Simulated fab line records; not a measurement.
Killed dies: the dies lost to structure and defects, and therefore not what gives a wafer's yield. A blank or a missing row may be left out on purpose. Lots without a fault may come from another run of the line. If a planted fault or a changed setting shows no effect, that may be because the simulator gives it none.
Which tool is to blame?    flow n5_finfet    11 lots with 31 wafers sampled at 5 steps, on a route of 1938 steps

WHAT THE GAUGES SHOWED, per wafer
N5_BEOL_M11_CD_MEAS_35 targets a cd of 70 nm. Usual: cd_nm reads 69.8 nm (standard deviation 0.9).
lot   measured      on         cd_nm (nm)      flag
L548  day 12 04:43  cd_sem-01  68.9 69.1 68.8  
L551  day 13 00:26  cd_sem-03  70.8 71.2 69.4  
L553  day 13 13:38  cd_sem-02  71.9 69.5 68.9  
L555  day 14 09:19  cd_sem-02  69.4 70.0 69.8  
L557  day 14 20:36  cd_sem-03  70.7 69.9 69.9  
L556  day 14 21:08  cd_sem-03  69.4 68.2 69.6  
L560  day 15 15:52  cd_sem-02  69.5 69.9 68.9  
L562  day 16 01:09  cd_sem-02  70.0 71.4 68.3  
L563  day 16 05:15  cd_sem-03  68.4 69.4       
L565  day 16 14:58  cd_sem-03  71.6 70.8       
L569  day 16 22:08  cd_sem-02  68.6 69.2 70.6  

N5_BEOL_M11_INSPECT_58: inspects for defects (darkfield). Usual: raw_defect_count reads 66 (standard deviation 24).
lot   measured      on                 raw_defect_count  flag
L548  day 12 10:36  defect_inspect-02  42 45 44          
L551  day 13 03:35  defect_inspect-02  63 60 58          
L553  day 13 16:01  defect_inspect-02  96 49 99          
L555  day 14 12:34  defect_inspect-02  77 63 77          
L557  day 14 23:49  defect_inspect-02  37 73 55          
L556  day 15 00:16  defect_inspect-02  75 75 70          
L560  day 15 18:57  defect_inspect-01  113 90 107        
L562  day 16 04:02  defect_inspect-02  21 34 42          
L563  day 16 08:11  defect_inspect-01  116 83            
L565  day 16 19:10  defect_inspect-01  71 54             
L569  day 17 01:58  defect_inspect-01  60 69 73          

N5_BEOL_M12_THK_MEAS_01. Usual: M12_ILD_THK typically reads 658 nm, with standard deviation 9.3.
lot   measured      on             M12_ILD_THK (nm)  flag
L548  day 12 10:46  film_metro-01  646 659 663       
L551  day 13 03:45  film_metro-02  648 649 659       
L553  day 13 16:11  film_metro-01  659 666 675       
L555  day 14 12:44  film_metro-01  659 658 670       
L557  day 15 00:01  film_metro-02  668 686 679       
L556  day 15 00:26  film_metro-01  643 661 661       
L560  day 15 19:07  film_metro-02  659 659 657       
L562  day 16 04:12  film_metro-01  649 645 667       
L563  day 16 08:21  film_metro-02  972 657           OFF
L565  day 16 19:20  film_metro-01  978 659           OFF
L569  day 17 02:08  film_metro-01  645 655 668       

N5_BEOL_M12_INSPECT_12: inspects for defects (macro). Usual: raw_defect_count reads 2.1 (standard deviation 1.4).
lot   measured      on                 raw_defect_count  flag
L548  day 12 11:15  defect_inspect-02  1 1 0             
L551  day 13 04:07  defect_inspect-02  1 3 0             
L553  day 13 16:41  defect_inspect-02  3 2 1             
L555  day 14 13:06  defect_inspect-02  1 3 1             
L557  day 15 00:30  defect_inspect-02  1 1 2             
L556  day 15 00:48  defect_inspect-02  3 1 4             
L560  day 15 19:37  defect_inspect-01  1 4 3             
L562  day 16 04:34  defect_inspect-01  2 6 1             
L563  day 16 08:43  defect_inspect-01  2 1               
L565  day 16 19:41  defect_inspect-02  3 0               
L569  day 17 02:37  defect_inspect-02  1 2 1             

WHAT TOOL EACH LOT RAN ON (gives the tool, then ch and the chambers of the sampled wafers, and finally the start)
lot   N5_BEOL_M12_ILD_DEP_00
L548  pecvd-04 ch 0,2, day 12 10:38
L551  pecvd-03 ch 0,1, day 13 03:37
L553  pecvd-04 ch 1,2, day 13 16:04
L555  pecvd-02 ch 0,2, day 14 12:37
L557  pecvd-02 ch 1,2, day 14 23:53
L556  pecvd-02 ch 0,1, day 15 00:19
L560  pecvd-03 ch 0,1, day 15 18:59
L562  pecvd-03 ch 0,1,2, day 16 04:04
L563  pecvd-02 ch 0,2, day 16 08:16
L565  pecvd-02 ch 0,2, day 16 19:15
L569  pecvd-03 ch 0,2, day 17 02:01
- N5_BEOL_M12_ILD_DEP_00: deposits SiOC from DEMS/O2, target thk 658.92 nm, time 130.7 s.

WHAT THE TOOLS THEMSELVES READ (means of the sampled wafers that have a number; where no wafer has one, the mark that the record gives instead)
N5_BEOL_M12_ILD_DEP_00. Usual: heater_power_w 505 W, standard deviation 73; showerhead_plenum_p_Torr 5.688 Torr, standard deviation 0.014; showerhead_vpp_V 1371 V, standard deviation 50; throttle_valve_pct 11.9 %, standard deviation 0.6.
lot   tool      heater_power_w (W)  showerhead_plenum_p_Torr (Torr)  showerhead_vpp_V (V)  throttle_valve_pct (%)  flag
L548  pecvd-04  550                 5.690                            1324                  11.3                    
L551  pecvd-03  555                 5.675                            1402                  12.8                    
L553  pecvd-04  510                 5.693                            1381                  12.4                    
L555  pecvd-02  440                 5.686                            1395                  11.7                    
L557  pecvd-02  508                 5.691                            1359                  11.7                    
L556  pecvd-02  408                 5.687                            1347                  11.7                    
L560  pecvd-03  567                 5.673                            1393                  12.8                    
L562  pecvd-03  539                 5.687                            1404                  12.4                    
L563  pecvd-02  425                 5.686                            1392                  11.6                    
L565  pecvd-02  409                 5.687                            1372                  11.5                    
L569  pecvd-03  564                 5.678                            1428                  11.9                    

THE ANSWER, worked out from the rows above alone
Rule: lot off if the mean of its wafers having a number is beyond 3 standard deviations from the usual mean. A lot without any number at a reading at which 4 lots or more have one is off too. All remaining lots with rows at the step are treated as sound. After the gauges, taken in route order, come the tools' own readings; for these a lot's mean is taken, as printed above. The first step at which some lot is off is used, and at that step the reading that is off furthest; a lot without a number counts as furthest.
Off: L563, L565, at N5_BEOL_M12_THK_MEAS_01 (M12_ILD_THK).
If a tool, at a process step before that reading, ran all the lots that are off and no sound lot after the first of them, it fits. Gauges at N5_BEOL_M12_THK_MEAS_01: tried the same way as those tools. One candidate fits, namely pecvd-02 at N5_BEOL_M12_ILD_DEP_00. A fault onset in the window from L556 (day 15 00:19, its last sound lot) to L563 (day 16 08:16, its first lot off) fits.

WHAT HAD BEEN PUT IN BY THE SIMULATOR
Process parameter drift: pecvd-02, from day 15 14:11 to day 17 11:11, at N5_BEOL_M12_ILD_DEP_00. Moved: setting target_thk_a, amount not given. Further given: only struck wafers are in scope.
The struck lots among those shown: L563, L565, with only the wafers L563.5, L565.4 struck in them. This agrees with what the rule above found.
